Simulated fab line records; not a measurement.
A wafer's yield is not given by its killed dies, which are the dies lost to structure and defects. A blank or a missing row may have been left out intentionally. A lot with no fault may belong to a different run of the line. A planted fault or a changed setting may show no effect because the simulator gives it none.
Matching of chambers / flow n5-finfet / 4 sister chambers for N5_BEOL_M13_DESCUM_15 on rie-diel-03
The step chemistry O2, time 7.9 s. 4 wafers are shown with their chamber, then 8 later ones without.

== WAFERS PAIRED WITH THEIR CHAMBERS ==
wafer=L077.4; chamber=2; drypump-motor-current-A (A)=5.8
wafer=L087.2; chamber=3; drypump-motor-current-A (A)=6.5
wafer=L087.5; chamber=1; drypump-motor-current-A (A)=6.6
wafer=L093.3; chamber=0; drypump-motor-current-A (A)=6.1

== WAFERS WITHOUT THEIR CHAMBER ==
wafer=L093.5; drypump-motor-current-A (A)=5.8
wafer=L093.6; drypump-motor-current-A (A)=6.6
wafer=L095.2; drypump-motor-current-A (A)=5.8
wafer=L095.5; drypump-motor-current-A (A)=6.5
wafer=L095.6; drypump-motor-current-A (A)=6.6
wafer=L096.4; drypump-motor-current-A (A)=5.8
wafer=L096.5; drypump-motor-current-A (A)=6.5
wafer=L096.6; drypump-motor-current-A (A)=6.0

== WHICH CHAMBER EACH WENT THROUGH ==
wafer=L093.5; from the rows above=2; in truth=2
wafer=L093.6; from the rows above=1; in truth=1
wafer=L095.2; from the rows above=2; in truth=2
wafer=L095.5; from the rows above=3; in truth=3
wafer=L095.6; from the rows above=1; in truth=1
wafer=L096.4; from the rows above=2; in truth=2
wafer=L096.5; from the rows above=3; in truth=3
wafer=L096.6; from the rows above=0; in truth=0
Correct placement for 8 of the 8. Number that these rows cannot place: 0. Number placed wrongly: 0.
How it was worked out, from the rows above alone: a wafer's distance from a chamber is the root of the sum, over the readings, of the square of ((its reading less the chamber's mean) divided by the reading's scatter). If the next closest chamber is less than 2 further off than the closest, the wafer can't be placed; otherwise it belongs to the closest. For every chamber, the mean is computed from those of its wafers that are shown. The scatter (one wafer shown for each chamber): square how far every hidden wafer sits from the nearest shown wafer, average those squares and take the square root.
